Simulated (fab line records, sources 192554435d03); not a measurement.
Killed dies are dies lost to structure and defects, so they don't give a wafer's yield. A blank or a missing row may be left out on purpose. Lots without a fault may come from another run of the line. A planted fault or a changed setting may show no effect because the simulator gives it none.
Which tool did it? | flow n5_finfet | 9 lots, 27 wafers sampled, at 6 steps of a route of 1938

WHAT THE GAUGES READ, wafer by wafer
N5_BEOL_M4_RC_MEAS_101. Usual: DIBL_N 35.9 mV/V, standard deviation 1.4; DIBL_P 35.9 mV/V, standard deviation 1.7; IOFF_N 0.155 nA/um, standard deviation 0.023; IOFF_P 0.201 nA/um, standard deviation 0.029; ION_N 672 uA/um, standard deviation 8.8; ION_P 460 uA/um, standard deviation 7; SS_N 71.6 mV/dec, standard deviation 0.48; SS_P 73.1 mV/dec, standard deviation 0.64; VT_N 250.0 mV, standard deviation 3; VT_P -251.6 mV, standard deviation 3.
lot  | measured     | on        | DIBL_N (mV/V)  | DIBL_P (mV/V)  | IOFF_N (nA/um)    | IOFF_P (nA/um)    | ION_N (uA/um) | ION_P (uA/um) | SS_N (mV/dec)  | SS_P (mV/dec)  | VT_N (mV)         | VT_P (mV)            | flag
L353 | day 8 04:57  | prober-02 | 34.9 34.1 35.3 | 33.6 33.5 35.0 | 0.130 0.120 0.145 | 0.184 0.181 0.213 | 652 660 664   | 452 455 463   | 71.9 71.0 71.7 | 72.2 72.6 72.7 | 256.1 254.3 251.9 | -249.7 -250.7 -250.3 |
L356 | day 9 06:42  | prober-01 | 36.1 36.0 35.6 | 36.3 36.4 36.0 | 0.168 0.163 0.172 | 0.217 0.207 0.213 | 675 676 673   | 460 458 457   | 72.0 71.1 71.3 | 73.0 73.4 73.2 | 247.6 250.3 248.9 | -250.3 -251.0 -250.2 |
L359 | day 10 00:45 | prober-02 | 33.8 35.1 34.4 | 33.6 34.5 34.1 | 0.126 0.141 0.131 | 0.147 0.155 0.148 | 669 669 665   | 453 443 448   | 70.9 71.8 70.8 | 72.7 72.7 72.1 | 251.1 251.5 252.5 | -256.9 -256.8 -256.1 |
L372 | day 12 22:28 | prober-02 | 39.1 38.5 37.6 | 39.8 39.4 38.0 | 0.211 0.195 0.187 | 0.260 0.250 0.231 | 682 685 686   | 462 464 469   | 72.3 72.4 71.8 | 74.4 73.7 73.0 | 243.3 248.6 243.6 | -250.6 -249.5 -249.3 |
L373 | day 13 16:23 | prober-01 | 35.4 36.3 37.0 | 36.7 38.7 39.4 | 0.188 0.205 0.231 | 0.220 0.250 0.267 | 688 680 676   | 469 465 462   | 71.3 71.7 72.3 | 73.3 73.7 74.4 | 243.8 244.3 243.5 | -248.9 -249.2 -249.4 |
L374 | day 13 18:04 | prober-01 | 35.9 37.2 34.9 | 35.7 35.9 34.2 | 0.155 0.157 0.132 | 0.183 0.196 0.171 | 679 670 666   | 461 454 451   | 71.4 71.7 70.5 | 72.8 73.5 73.4 | 248.4 250.7 252.3 | -253.1 -252.3 -254.2 |
L375 | day 13 23:38 | prober-02 | 35.6 34.9 33.5 | 34.0 34.2 32.8 | 0.141 0.131 0.113 | 0.186 0.198 0.168 | 649 668 654   | 448 462 454   | 71.7 71.1 71.0 | 72.6 73.4 72.6 | 255.4 250.9 256.9 | -253.7 -251.9 -252.6 |

WHICH TOOL RAN EACH LOT (tool, then ch and the chambers of the sampled wafers, then the start)
lot  | N5_BEOL_M4_STRIP_36                | N5_BEOL_M4_PRE_CLEAN_45      | N5_BEOL_M4_CVD_47                | N5_BEOL_M4_SPUTTER_79        | N5_BEOL_M4_CMP_52
L353 | rie_diel-05 ch 0,2,3, day 8 00:48  | pvd_sputter-03, day 8 01:25  | cvd_co-01 ch 1,2, day 8 01:50    | pvd_sputter-02, day 8 02:19  | cmp-03 ch 1,3, day 8 04:23
L356 | rie_diel-02 ch 0,2,3, day 9 02:30  | pvd_sputter-03, day 9 03:10  | cvd_co-02 ch 0,1,2, day 9 03:38  | pvd_sputter-02, day 9 04:03  | cmp-04 ch 0,1, day 9 06:05
L359 | rie_diel-05 ch 0,2, day 9 20:41    | pvd_sputter-03, day 9 21:18  | cvd_co-02 ch 0,1, day 9 21:41    | pvd_sputter-03, day 9 22:07  | cmp-03 ch 1,2, day 10 00:08
L367 | rie_diel-02 ch 0,1,3, day 12 06:04 | pvd_sputter-02, day 12 06:49 | cvd_co-02 ch 0,1,2, day 12 07:15 | pvd_sputter-02, day 12 07:41 | cmp-04 ch 1,2, day 12 09:46
L369 | rie_diel-05 ch 0,2,3, day 12 07:12 | pvd_sputter-01, day 12 07:49 | cvd_co-01 ch 0,2, day 12 08:10   | pvd_sputter-03, day 12 08:41 | cmp-01 ch 1,2,3, day 12 10:48
L372 | rie_diel-05 ch 0,1,3, day 12 17:44 | pvd_sputter-02, day 12 18:41 | cvd_co-01 ch 0,2, day 12 19:27   | pvd_sputter-02, day 12 19:50 | cmp-04 ch 0,1,2, day 12 21:52
L373 | rie_diel-06 ch 0,1,3, day 13 11:39 | pvd_sputter-03, day 13 12:23 | cvd_co-02 ch 0,1,2, day 13 12:49 | pvd_sputter-01, day 13 13:35 | cmp-01 ch 0,1,3, day 13 15:37
L374 | rie_diel-02 ch 1,3, day 13 12:06   | pvd_sputter-03, day 13 12:32 | cvd_co-01 ch 0,2, day 13 13:00   | pvd_sputter-02, day 13 14:53 | cmp-03 ch 2,3, day 13 16:58
L375 | rie_diel-06 ch 0,2,3, day 13 18:50 | pvd_sputter-02, day 13 19:56 | cvd_co-01 ch 0,2, day 13 20:26   | pvd_sputter-02, day 13 20:51 | cmp-04 ch 1,2,3, day 13 22:53
- N5_BEOL_M4_STRIP_36: strips in N2/H2.
- N5_BEOL_M4_PRE_CLEAN_45: time 30 s.
- N5_BEOL_M4_CVD_47: deposits Co from CCTBA/H2, target thk 3 nm, time 223.8 s.
- N5_BEOL_M4_SPUTTER_79: material Cu, target thk 4.5 nm, time 8.29 s.
- N5_BEOL_M4_CMP_52: polishes, stops on SiOC, t overpolish 6.8 s, target thk 40 nm.

WHAT THE TOOLS THEMSELVES READ (means of the sampled wafers that have a number; where no wafer has one, the mark that the record gives instead)
N5_BEOL_M4_STRIP_36. Usual: drypump_motor_current_A 5.8 A, standard deviation 0.48; n2_flow_sccm 200.1 sccm, standard deviation 0.59; oes_product_au 0.78 a.u., standard deviation 0.092; rf_vpp_V 59.3 V, standard deviation 1.5; showerhead_plenum_p_Torr 2.58 Torr, standard deviation 0.1; throttle_valve_pct 23.7 %, standard deviation 0.31.
lot  | tool        | drypump_motor_current_A (A) | n2_flow_sccm (sccm) | oes_product_au (a.u.) | rf_vpp_V (V) | showerhead_plenum_p_Torr (Torr) | throttle_valve_pct (%) | flag
L353 | rie_diel-05 | 5.4                         | 199.9               | 0.84                  | 59.4         | 2.61                            | 23.5                   |
L356 | rie_diel-02 | 6.0                         | 200.5               | 0.71                  | 58.8         | 2.55                            | 23.5                   |
L359 | rie_diel-05 | 5.8                         | 200.4               | 0.89                  | 60.0         | 2.55                            | 23.4                   |
L367 | rie_diel-02 | 6.3                         | 200.4               | 0.82                  | 59.1         | 2.56                            | 23.4                   |
L369 | rie_diel-05 | 5.4                         | 200.1               | 0.80                  | 60.7         | 2.59                            | 23.5                   |
L372 | rie_diel-05 | 5.3                         | 200.5               | 0.78                  | 59.5         | 2.55                            | 23.7                   |
L373 | rie_diel-06 | 5.8                         | 199.7               | 0.87                  | 58.5         | 2.62                            | 24.0                   |
L374 | rie_diel-02 | 6.3                         | 199.5               | 0.82                  | 58.7         | 2.60                            | 23.4                   |
L375 | rie_diel-06 | 5.5                         | 200.2               | 0.81                  | 58.8         | 2.52                            | 23.9                   |

N5_BEOL_M4_PRE_CLEAN_45. Usual: heater_power_w 315 W, standard deviation 27.
lot  | tool           | heater_power_w (W) | flag
L353 | pvd_sputter-03 | 315                |
L356 | pvd_sputter-03 | 305                |
L359 | pvd_sputter-03 | 300                |
L367 | pvd_sputter-02 | 317                |
L369 | pvd_sputter-01 | 328                |
L372 | pvd_sputter-02 | 328                |
L373 | pvd_sputter-03 | 304                |
L374 | pvd_sputter-03 | 306                |
L375 | pvd_sputter-02 | 327                |

N5_BEOL_M4_CVD_47. Usual: chamber_pressure_Torr 29.99 Torr, standard deviation 0.063; run_length_s 246.5 s, standard deviation 0.8.
lot  | tool      | chamber_pressure_Torr (Torr) | run_length_s (s) | flag
L353 | cvd_co-01 | 29.90                        | 246.4            |
L356 | cvd_co-02 | 29.98                        | 246.5            |
L359 | cvd_co-02 | 29.90                        | 247.0            |
L367 | cvd_co-02 | -                            | -                | OFF
L369 | cvd_co-01 | -                            | -                | OFF
L372 | cvd_co-01 | 29.99                        | 246.5            |
L373 | cvd_co-02 | 30.06                        | 246.4            |
L374 | cvd_co-01 | 30.00                        | 246.4            |
L375 | cvd_co-01 | 29.99                        | 246.6            |

N5_BEOL_M4_SPUTTER_79. Usual: throttle_valve_pct 29.6 %, standard deviation 0.8.
lot  | tool           | throttle_valve_pct (%) | flag
L353 | pvd_sputter-02 | 29.0                   |
L356 | pvd_sputter-02 | 29.5                   |
L359 | pvd_sputter-03 | 30.3                   |
L367 | pvd_sputter-02 | 29.0                   |
L369 | pvd_sputter-03 | 30.2                   |
L372 | pvd_sputter-02 | 29.1                   |
L373 | pvd_sputter-01 | 30.0                   |
L374 | pvd_sputter-02 | 28.8                   |
L375 | pvd_sputter-02 | 29.2                   |

N5_BEOL_M4_CMP_52. Usual: barrier_field_endpoint_s 24.9 s, standard deviation 0.63; clearing_platen_rpm 50.004 rpm, standard deviation 0.028; motor_current_A 6.0 A, standard deviation 0.39; platen_rpm 50.00 rpm, standard deviation 0.034.
lot  | tool   | barrier_field_endpoint_s (s) | clearing_platen_rpm (rpm) | motor_current_A (A) | platen_rpm (rpm) | flag
L353 | cmp-03 | 24.6                         | 50.029                    | 6.3                 | 49.99            |
L356 | cmp-04 | 24.6                         | 49.975                    | 5.9                 | 50.02            |
L359 | cmp-03 | 25.3                         | 49.994                    | 5.8                 | 49.98            |
L367 | cmp-04 | 21.6                         | 50.012                    | 6.1                 | 50.02            | OFF
L369 | cmp-01 | 21.1                         | 50.041                    | 5.5                 | 49.98            | OFF
L372 | cmp-04 | 24.9                         | 50.034                    | 6.0                 | 50.02            |
L373 | cmp-01 | 24.6                         | 50.023                    | 5.8                 | 50.00            |
L374 | cmp-03 | 24.4                         | 49.987                    | 6.0                 | 49.99            |
L375 | cmp-04 | 24.7                         | 49.991                    | 6.2                 | 50.00            |

THE ANSWER, worked out from the rows above alone
Rule: a lot is off if the mean of its wafers that have a number lies more than 3 standard deviations from the usual mean. A lot without any number at a reading at which 4 lots or more have one is off too. The other lots that the step has rows for count as sound. The gauges are gone through in route order, then the tools' own readings, and for those a lot's mean is taken as printed above. The first step at which some lot is off is used, and at that step the reading that is off furthest; a lot without a number counts as furthest.
Off: L367, L369, at N5_BEOL_M4_CVD_47 (chamber_pressure_Torr). Without a number there: L367, L369.
A tool fits if, at that step or a process step before it, it ran every lot that is off, and no sound lot after the first of them. None of those tried fits.

WHAT THE SIMULATOR HAD PUT IN
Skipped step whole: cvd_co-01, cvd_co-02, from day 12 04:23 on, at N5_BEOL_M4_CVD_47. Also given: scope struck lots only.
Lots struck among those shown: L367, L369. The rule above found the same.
